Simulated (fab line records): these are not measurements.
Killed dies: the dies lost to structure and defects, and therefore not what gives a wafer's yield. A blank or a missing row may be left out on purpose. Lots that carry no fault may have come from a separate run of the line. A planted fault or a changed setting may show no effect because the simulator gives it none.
fab line records | flow n5_finfet
[record] lots = 7 wafers = 21
route steps=1938 shown BEOL_M11@1578 BEOL_M12@1623 PASSIVATION@1915
start_h: the number of hours between the record's first day and the start of the first shown wafer of the lot | wait_h: time in hours since the lot's previous step | " the same as in the row above | L1.1+2: a single row standing in for several wafers | - either no value or no given start | * or withheld: withheld | < > ~ a bound
route shown NAME@n: names a module that has steps shown in the file, with the first one's number in the route | usual: mean/standard deviation taken from wafers without a fault | same: alike in all rows | chamber/n: place in a boat | sites: the reading at each site | _std_site: how widely they spread, as a standard deviation | _edge_site: the outer-site mean with the inner-site mean subtracted | radius_mm: how far each site lies from the wafer's centre | mask NAME#n: copy n | behind: the tool/chamber that last shaped the wafer | hold: what put the lot on hold/how long, in hours/how the hold closed | device: the n, p or np transistor that did not switch | end of line: the route-end tests of the same wafers | step lacking rows: just its recipe | killed: dies that structure and defects cost at the first sort, which is not the same as the wafer's yield | map: shows each die of a wafer: x if killed, . if not, _ if none is there
set.NAME: the setting the step ran with; set.NAME@STEP: the setting that earlier step ran with | model.NAME: the simulator's own value behind a step, which no gauge read
lots where settings were altered on purpose, with a table for each step and a row for each wafer
[[steps]]
[step N5_BEOL_M11_TRENCH_ETCH_37]
[recipe] chemistry = C4F6/O2 target_depth_a = 1488.3 target = SiCOH_lowk time_s = 48 ion_energy_ev = 250 pressure_mtorr = 30 source_w = 345 bias_w = 185 Ar_flow_sccm = 300 C4F6_flow_sccm = 10 O2_flow_sccm = 10
// columns lot.wafer tool chamber start_h wait_h set.time_s model.BEOL_M11.feature_depth_nm model.etch.depth_nm
L077.3 rie_diel-03 1 - - 48 149.2 149.3
L077.4 " 2 " " 48 147.6 147.6
L077.5 " 0 " " 40.57 129 129
L079.3 rie_diel-03 0 - - 48 151.4 151.5
L079.4 " 2 " " 48 144.6 144.5
L079.6 " 0 " " 48 151 151.1
L083.2 rie_diel-03 0 - - 48 152 152
L083.3 " 3 " " 55.6 163.8 163.7
L083.6 " 0 " " 48 153.8 153.7
L080.2 rie_diel-02 2 - - 41.94 126.8 126.7
L080.3 " 3 " " 48 148 147.9
L080.6 " 2 " " 41.94 127 127
L087.3 rie_diel-02 3 - - 48 144.8 144.8
L087.4 " 1 " " 48 146.8 146.9
L087.5 " 2 " " 51.85 157.2 157.3
L090.2 rie_diel-06 0 - - 39.71 125.8 125.9
L090.4 " 3 " " 39.71 125.4 125.4
L090.6 " 0 " " 48 150 150
L094.2 rie_diel-06 3 - - 48 149.8 149.8
L094.4 " 1 " " 48 145.4 145.3
L094.6 " 0 " " 48 150.4 150.5
[step N5_BEOL_M11_ETCH_41]
[recipe] chemistry = CH3F/O2 target = SiCN target_depth_a = 426 taper_deg = 2 time_s = 86 ion_energy_ev = 120 mask_material = TiN pressure_mtorr = 30 source_w = 395 bias_w = 75 Ar_flow_sccm = 150 CH3F_flow_sccm = 30 O2_flow_sccm = 20
[step N5_BEOL_M11_STRIP_77]
[recipe] chemistry = N2/H2 time_s = 10 power_w = 450 temp_c = 40 pressure_mtorr = 20 rf_frequency_hz = 6e+07 bias_power_w = 7 n2_flow_sccm = 200 h2_flow_sccm = 200
[step N5_BEOL_M11_OCD_MEAS_38]
[usual] trench_depth_nm = 148/3.2
// columns lot.wafer tool chamber start_h wait_h set.time_s@BEOL_M11_TRENCH_ETCH_37 trench_depth_nm
L077.3 ocd-01 - 343.90 - 48 149
L077.4 " - " " 48 148
L077.5 " - " " 40.57 128
L079.3 ocd-01 - 346.94 - 48 151
L079.4 " - " " 48 144
L079.6 " - " " 48 151
L083.2 ocd-02 - 366.58 - 48 152
L083.3 " - " " 55.6 164
L083.6 " - " " 48 154
L080.2 ocd-02 - 370.49 - 41.94 127
L080.3 " - " " 48 148
L080.6 " - " " 41.94 127
L087.3 ocd-01 - 413.79 - 48 145
L087.4 " - " " 48 147
L087.5 " - " " 51.85 157
L090.2 ocd-02 - 417.90 - 39.71 125
L090.4 " - " " 39.71 125
L090.6 " - " " 48 150
L094.2 ocd-01 - 440.54 - 48 150
L094.4 " - " " 48 146
L094.6 " - " " 48 151
[step N5_BEOL_M11_HM_STRIP_39]
[recipe] chemistry = peroxide_tin_strip material = TiN target_depth_a = 250 temp_c = 50 time_s = 158
[step N5_BEOL_M11_SRD_40]
[recipe] time_s = 30 temp_c = 23 rinse_liquid = diw dry = ipa_marangoni
[step N5_BEOL_M11_ANNEAL_51]
[recipe] temp_c = 225 time_s = 90 ambient = N2
[step N5_BEOL_M11_CMP_52]
[recipe] stop_on = SiCOH_lowk t_overpolish_s = 7 down_force_psi = 1 platen_rpm = 50 clearing_platen_down_force_psi = 1.5 clearing_platen_rpm = 50 post_cmp_clean = cu_alkaline target_thk_nm = 140 clearing_platen_pad_velocity_m_s = 0.99484 pad_velocity_m_s = 0.99484
[step N5_BEOL_M11_THK_MEAS_53]
[recipe] thk_meas_gauge = xrf reads = Cu_of_BEOL_M11_ECD_50
[usual] M11_THK = 136/3.3
// columns lot.wafer tool chamber start_h wait_h set.time_s@BEOL_M11_TRENCH_ETCH_37 M11_THK[nm]
L077.3 film_metro-01 - 347.53 - 48 137
L077.4 " - " " 48 136
L077.5 " - " " 40.57 116
L079.3 film_metro-01 - 349.10 - 48 138
L079.4 " - " " 48 132
L079.6 " - " " 48 136
L083.2 film_metro-01 - 369.33 - 48 140
L083.3 " - " " 55.6 153
L083.6 " - " " 48 145
L080.2 film_metro-02 - 373.28 - 41.94 115
L080.3 " - " " 48 135
L080.6 " - " " 41.94 115
L087.3 film_metro-01 - 416.42 - 48 132
L087.4 " - " " 48 133
L087.5 " - " " 51.85 143
L090.2 film_metro-01 - 420.68 - 39.71 114
L090.4 " - " " 39.71 113
L090.6 " - " " 48 137
L094.2 film_metro-02 - 444.72 - 48 138
L094.4 " - " " 48 134
L094.6 " - " " 48 139
[step N5_BEOL_M12_COAT_65]
[recipe] resist = SOC temp_c = 250 time_s = 60 spin_rpm = 1500 resist_thk_nm = 300
// columns lot.wafer tool chamber start_h wait_h set.spin_rpm model.SOC_of_BEOL_M12_COAT_65.thk_nm
L077.3+5 litho_track-02 0 349.11 0.0 1500 300.8
L077.4 " 0 " " 1500 300.2
L079.3 litho_track-02 0 350.77 0.0 1500 299
L079.4 " 0 " " 1500 300.4
L079.6 " 0 " " 1500 299.6
L083.2 litho_track-01 0 370.59 0.0 1399 310.6
L083.3 " 0 " " 1500 300
L083.6 " 0 " " 1399 311
L080.2 litho_track-01 0 374.52 0.0 1500 299.6
L080.3 " 0 " " 1342 317
L080.6 " 0 " " 1342 316.6
L087.3 litho_track-04 0 417.82 0.0 1500 299.4
L087.4 " 0 " " 1597 289.8
L087.5 " 0 " " 1597 290.4
L090.2 litho_track-01 0 421.92 0.0 1655 285.2
L090.4 " 0 " " 1500 300.8
L090.6 " 0 " " 1655 285.4
L094.2 litho_track-04 0 445.96 0.0 1500 302.6
L094.4 " 0 " " 1500 302
L094.6 " 0 " " 1437 307.4
[step N5_PASSIVATION_PECVD_53]
[recipe] material = SiO2 target_thk_a = 8000 temp_c = 400 precursor = TEOS/O2 pressure_torr = 6.5 rf_w = withheld teos_flow_sccm = withheld gas = O2 flow_sccm = 2650 time_s = 169.4
// columns lot.wafer tool chamber start_h wait_h set.time_s model.SiO2_of_PASSIVATION_PECVD_53.thk_nm
L077.3 pecvd-01 1 388.05 0.0 169.4 782.2
L077.4 " 1 " " 147.8 689.8
L077.5 " 2 " " 169.4 789.4
L079.3 pecvd-01 0 399.54 0.0 169.4 794
L079.4 " 0 " " 169.4 796.8
L079.6 " 2 " " 169.4 801.2
L083.2 pecvd-03 1 404.09 0.0 169.4 795.4
L083.3 " 0 " " 169.4 803.4
L083.6 " 1 " " 169.4 802
L080.2 pecvd-03 1 408.39 0.0 162 759.4
L080.3 " 0 " " 169.4 810
L080.6 " 2 " " 169.4 828.8
L087.3 pecvd-03 0 450.28 0.1 169.4 796.8
L087.4 " 1 " " 169.4 789.2
L087.5 " 0 " " 169.4 802.2
L090.2 pecvd-01 1 452.88 0.0 169.4 791
L090.4 " 0 " " 146.6 707.4
L090.6 " 2 " " 169.4 803.2
L094.2 pecvd-03 0 479.16 0.0 169.4 788
L094.4 " 1 " " 169.4 807.2
L094.6 " 0 " " 169.4 800.6
[[key]]
[split] step = N5_BEOL_M11_TRENCH_ETCH_37 setting = time_s stated = 48 by = wafer
[response] step = N5_BEOL_M11_TRENCH_ETCH_37 reading = model.BEOL_M11.feature_depth_nm change = +1.24 per = 1% r = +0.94
[response] step = N5_BEOL_M11_TRENCH_ETCH_37 reading = model.etch.depth_nm change = +1.24 per = 1% r = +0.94
[response] step = N5_BEOL_M11_OCD_MEAS_38 reading = trench_depth_nm change = +1.25 per = 1% r = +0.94
[response] step = N5_BEOL_M11_THK_MEAS_53 reading = M11_THK change = +1.21 per = 1% r = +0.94
[split] step = N5_BEOL_M12_COAT_65 setting = spin_rpm stated = 1500 by = wafer
[response] step = N5_BEOL_M12_COAT_65 reading = model.SOC_of_BEOL_M12_COAT_65.thk_nm change = -1.54 per = 1% r = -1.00
[split] step = N5_PASSIVATION_PECVD_53 setting = time_s stated = 169.4 by = wafer
[response] step = N5_PASSIVATION_PECVD_53 reading = model.SiO2_of_PASSIVATION_PECVD_53.thk_nm change = +7.42 per = 1% r = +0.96
